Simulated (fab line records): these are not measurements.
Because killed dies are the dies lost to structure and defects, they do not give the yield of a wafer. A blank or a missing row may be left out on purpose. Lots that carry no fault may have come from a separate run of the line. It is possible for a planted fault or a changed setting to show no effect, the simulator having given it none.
Comparing a struck lot with a sound one ; flow nand-harc ; 15 out of 1302 route steps
Sound: wafers L188.1, L188.5, L188.6. The struck wafers were L203.1, L203.5, L203.6. At the end, the cause is stated.
For every step that has rows: the tool of each side, followed by ch and its chambers, followed by its first start. Under that, the readings that differ: sound wafers ; struck wafers ; difference of the means ; sigmas: that difference in standard deviations of wafers without a fault.
alike: words and numbers the same on both sides, and readings whose means are apart by under 2 such deviations; not compared: readings that were withheld, readings missing a value for some wafer, numbers with overlapping values and no deviation given by the record, and bounds like >300 which may hide the same value.
A row with sigmas, a row that says differs or no value, or rows on one side alone: a step with any of these is where the two part. Numbers that don't overlap but have no deviation are shown without sigmas and don't part them. Lack of a reading on every wafer of one side parts them only where that side has two or more wafers.

first, 8 steps without rows for these wafers: NHARC_THIN_TSV_DEHYDRATE_04 (time 120 s); NHARC_THIN_TSV_HMDS_05 (time 30 s); NHARC_THIN_TSV_COAT_06; NHARC_THIN_TSV_SOFTBAKE_07 (time 95 s); NHARC_THIN_TSV_EBR_08; NHARC_THIN_TSV_EXPOSE_09 (exposes mask TSV); NHARC_THIN_TSV_PEB_10 (peb time 85 s); NHARC_THIN_TSV_DEVELOP_11 (time 70 s).
NHARC_THIN_TSV_CD_MEAS_12: target cd 1000 nm.
  sound on cd-sem-02 ch 0, day 24 07:07; struck on cd-sem-01 ch 0, day 29 07:41
  alike: cd-nm
then, 1 step without rows for these wafers: NHARC_THIN_TSV_HARDBAKE_13 (time 80 s).
NHARC_THIN_TSV_DESCUM_14: chemistry O2, time 3 s.
  sound on rie-diel-04 ch 0,3, day 24 07:16; struck on rie-diel-11 ch 0,1, day 29 07:52
  alike: drypump-motor-current-A, oes-product-au, rf-vpp-V, showerhead-plenum-p-Torr, throttle-valve-pct
  not compared: rf-hours-counter-h
NHARC_THIN_TSV_ETCH_44: etches the open film in CF4/O2, target depth 1594.2 nm, time 797.1 s.
  sound on rie-diel-04 ch 0,1,3, day 24 07:28; struck on rie-diel-11 ch 0,3, day 29 08:00
  alike: bias-w, cf4-flow-sccm, drypump-motor-current-A, oes-product-au, rf-fwd-power-W, rf-vpp-V, showerhead-plenum-p-Torr, throttle-valve-pct
  not compared: rf-hours-counter-h
NHARC_THIN_TSV_ETCH_15: target depth 3000 nm, bosch target overetch cycles 2, bosch etch step 2.8 s.
  sound on rie-si-01 ch 0,1, day 24 07:56; struck on rie-si-04 ch 2,3, day 29 08:31
  no value came back on the struck wafers for bosch-cycles, bosch-dep-step-s (s), drypump-motor-current-A (A); on the sound wafers bosch-cycles reads 14 14 14
  not compared: rf-hours-counter-h
NHARC_THIN_TSV_CD_MEAS_16:
  sound on cd-sem-02 at day 24 08:04; struck on cd-sem-03 at day 29 08:40
  alike: cd-nm
NHARC_END_SORT_01:
  sound on prober-02 ch 0, day 24 22:55; struck on prober-01 ch 0, day 30 02:18
reading;sound;struck;difference;sigmas
hold;- - -;await-dispo/2.5h/scrap await-dispo/2.5h/scrap await-dispo/2.5h/scrap;no value on the sound wafers;
defect-limited-yield (%);93 94 92;0 0 0;-93;-30
killed-at-other;2 1 2;612 608 603;+606;+99 or more
killed-dies;50 43 56;677 677 677;+627;+30
  alike: killed-at-array, killed-at-periphery, killed-open, killed-short

## WHERE THEY PART
Earliest at NHARC_THIN_TSV_ETCH_15; latest, in this record, at NHARC_END_SORT_01.

WHY: the cause the simulator had injected
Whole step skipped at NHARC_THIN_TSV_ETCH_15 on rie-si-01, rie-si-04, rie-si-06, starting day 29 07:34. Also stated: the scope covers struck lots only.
